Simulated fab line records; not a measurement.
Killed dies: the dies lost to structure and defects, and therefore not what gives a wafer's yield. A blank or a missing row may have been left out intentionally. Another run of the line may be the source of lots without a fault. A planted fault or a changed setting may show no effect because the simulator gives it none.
A single fault, viewed from 2 desks :: flow n5 finfet :: only its own numbers are on each desk; what lay behind them is given at the end

TOOL OWNER'S DESK, ald metal-01
The tool's own readings at N5_BEOL_M5_ALD_86 (deposits TaN, pulse time 2 s, purge time 3 s, co reactant purge time 2 s): means of the sampled wafers that have a number, for each lot that ran on this tool. Marked OUT: a lot whose mean sits more than 4 standard deviations from the usual mean, which makes it out of limits; the brackets give that distance.
Columns: A = heater power w at N5_BEOL_M5_ALD_86, usual 430 W; B = susceptor temp C at N5_BEOL_M5_ALD_86, usual 275.03 C
lot: L197
first seen here: day 9 11:19
A: 447
B: 275.14

lot: L202
first seen here: day 11 02:06
A: 400
B: 275.02

lot: L208
first seen here: day 12 14:34
A: 402
B: 274.92
Result from this desk: across the 3 lots, nothing is out of limits.

METROLOGY DESK
Lot by lot, what the gauges showed, no matter which tool ran the lot: averages of those sampled wafers that carry a number. Marked OUT: a lot whose mean sits more than 4 standard deviations from the usual mean, which makes it out of limits; the brackets give that distance. 7 of its 23 readings are shown, namely those furthest out on some lot.
Columns: A = COMB_M6 at N5_BEOL_M15_RC_MEAS_101, usual 2.4e-11 S/m; B = SERP_M11 at N5_BEOL_M15_RC_MEAS_101, usual 3.08 ohm/um; C = SERP_M5 at N5_BEOL_M15_RC_MEAS_101, usual 38.5 ohm/um; D = SERP_M5_max_site at N5_BEOL_M15_RC_MEAS_101, usual 40.1 ohm/um; E = SERP_M7 at N5_BEOL_M15_RC_MEAS_101, usual 13.8 ohm/um; F = SERP_M8 at N5_BEOL_M15_RC_MEAS_101, usual 13.9 ohm/um; G = SERP_M9 at N5_BEOL_M15_RC_MEAS_101, usual 3.09 ohm/um
lot: L195
first seen here: day 12 09:26
A: 2.3e-11
B: 3.05
C: 38.4
D: 39.8
E: 13.1
F: 14.2
G: 3.02

lot: L197
first seen here: day 13 00:22
A: 2.4e-11
B: 3.04
C: 38.7
D: 40.0
E: 13.4
F: 13.7
G: 3.05

lot: L199
first seen here: day 13 14:41
A: 1.9e-11
B: 3.08
C: 39.9
D: 40.9
E: 14.1
F: 13.6
G: 3.08

lot: L200
first seen here: day 13 19:29
A: 2.3e-11
B: 3.13
C: 36.8
D: 38.2
E: 14.1
F: 13.7
G: 3.01

lot: L202
first seen here: day 14 07:48
A: 2.5e-11
B: 3.11
C: 40.0
D: 41.1
E: 13.7
F: 13.6
G: 3.14

lot: L208
first seen here: day 16 01:18
A: 3.3e-11
B: 3.08
C: 42.6
D: 44.1
E: 14.1
F: 14.5
G: 3.02

lot: L214
first seen here: day 17 03:59
A: 2.8e-11
B: 3.24
C: 41.6
D: 42.8
E: 14.4
F: 13.8
G: 3.21
Result from this desk: across the 7 lots, nothing is out of limits.

BROUGHT TOGETHER
Nothing out of limits was seen by the tool owner's desk.
At the metrology desk, nothing out of limits was observed.

WHAT WAS PUT IN BY THE SIMULATOR
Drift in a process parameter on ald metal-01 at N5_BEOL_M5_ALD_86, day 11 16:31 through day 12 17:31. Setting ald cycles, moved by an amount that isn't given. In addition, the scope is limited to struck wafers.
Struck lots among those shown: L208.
